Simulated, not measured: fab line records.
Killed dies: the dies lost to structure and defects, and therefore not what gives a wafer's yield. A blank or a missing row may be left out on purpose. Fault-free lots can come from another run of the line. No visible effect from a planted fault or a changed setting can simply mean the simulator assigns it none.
8D (eight disciplines) problem report, filled in by code / flow n5-finfet / the parts of the form that need people (team, actions taken, sign-off) are left out
Where a reading is given only as a bound, like >300, the bound stands for it, and a mean or a difference that rests on one is marked > or <: the true number lies beyond.

1. THE PROBLEM
Mean of raw-defect-count at N5_BEOL_M0_SAQP_INSPECT_42: 1064 across 6 wafers in 2 lots; on wafers with no fault it is 289 (standard deviation 78). That is +9.9 standard deviations from the usual mean.
The step: inspects for defects (brightfield).
First observed at day 9 00:37: wafer L790.2, on defect-inspect-02. Wafers with a number at this step in the record: 24, from 8 lots. Rule for "out", or "out of limits": more than 4 standard deviations from the usual mean. The rest of the wafers with a number are treated as sound.

2. WHAT IT IS, WHAT IT ISN'T
question=which readings at this step | is=raw-defect-count | is not=-
question=which lots | is=L790, L791 | is not=L779, L783, L785, L794, L799, L800
question=which wafers of those lots | is=all that have a number | is not=-
question=read on which gauges | is=defect-inspect-02 | is not=defect-inspect-01
question=when | is=from day 9 00:37 | is not=up to then (9 sound wafers); but 9 sound wafers of L794, L799, L800 came after

3. SUSPECTS, AND WHAT RULES EACH OUT
Counting: a tool at a process step up to the reading stays a suspect if it ran every lot that is out and no sound lot after the first of them.
- the gauge at N5_BEOL_M0_SAQP_INSPECT_42 has been ruled out. All the wafers that are out were read on defect-inspect-02, but those of them that N5_PASSIVATION_PROBE_49 has rows for are out there too, on other tools.
- ald-sin-01 at N5_BEOL_M0_SAQP_SPACER2_ALD_26 (deposits SiO2, target thk 15 nm, pulse time 1 s, purge time 2 s): kept. Every lot that is out went through it, starting with L790 (day 8 23:17), and after that it ran no sound lot; the last sound lot it ran before then is L785 (day 7 14:22).
Left after counting: ald-sin-01 at N5_BEOL_M0_SAQP_SPACER2_ALD_26.

4. THE CAUSE (what the simulator had put in)
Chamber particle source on ald-sin-01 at N5_BEOL_M0_SAQP_SPACER2_ALD_26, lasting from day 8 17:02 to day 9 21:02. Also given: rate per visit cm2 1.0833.
The count eliminated every tool but this one.

5. THE EFFECT CHAIN, in route order
One row per reading whose mean, taken over the struck wafers that have a number, lies over 3 standard deviations from the usual. Readings are gone through only where the record gives a usual standard deviation; hours: the median, over the lots, of the time from a lot's start at the first step in this table giving one to that lot's start at this step; sigmas: the change measured in usual standard deviations.
hours=0; step=N5_BEOL_M0_SAQP_INSPECT_42; reading=raw-defect-count; usual=289; on struck wafers=1064; change=+776; sigmas=+9.9
hours=2; step=N5_BEOL_M0_CUTY_INSPECT_59; reading=raw-defect-count; usual=2.0; on struck wafers=>300; change=>+298; sigmas=+99 or more
hours=155; step=N5_PASSIVATION_PROBE_49; reading=defect-limited-yield; usual=91.1 %; on struck wafers=82.5; change=-8.6; sigmas=-6.6
hours=155; step=N5_PASSIVATION_PROBE_49; reading=killed_at_M0_to_M3; usual=36; on struck wafers=147; change=+111; sigmas=+11
hours=155; step=N5_PASSIVATION_PROBE_49; reading=killed-dies; usual=105; on struck wafers=207; change=+102; sigmas=+6.8
hours=155; step=N5_PASSIVATION_PROBE_49; reading=sort_bin_5_function; usual=5.3 %; on struck wafers=10.9; change=+5.6; sigmas=+7.2
hours=155; step=N5_PASSIVATION_PROBE_49; reading=sort-n-pass; usual=1075; on struck wafers=973; change=-102; sigmas=-6.8
hours=155; step=N5_PASSIVATION_PROBE_49; reading=sort-yield-pct; usual=91.1 %; on struck wafers=82.5; change=-8.6; sigmas=-6.6
Here are the process steps it includes:
- N5_PASSIVATION_PROBE_49
Later steps that measure or inspect, where all struck wafers having a row at the step show a number for every such reading and not one has moved that far: N5_BEOL_M4_RC_MEAS_101.

6. HOW IT WOULD HAVE BEEN CAUGHT EARLIER
In this record the first reading out of limits at a measuring or inspecting step was taken at day 9 00:37, 8 hours after the fault began at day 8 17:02.
Tool readings at N5_BEOL_M0_SAQP_SPACER2_ALD_26 with a usual standard deviation given in the record: none out on any struck wafer, hence no alarm at a limit of 4 standard deviations on them.
Of the lots that are out (2), L791 began N5_BEOL_M0_SAQP_SPACER2_ALD_26 on ald-sin-01 after day 9 00:37. It would have been spared by a hold on the tool at that moment.
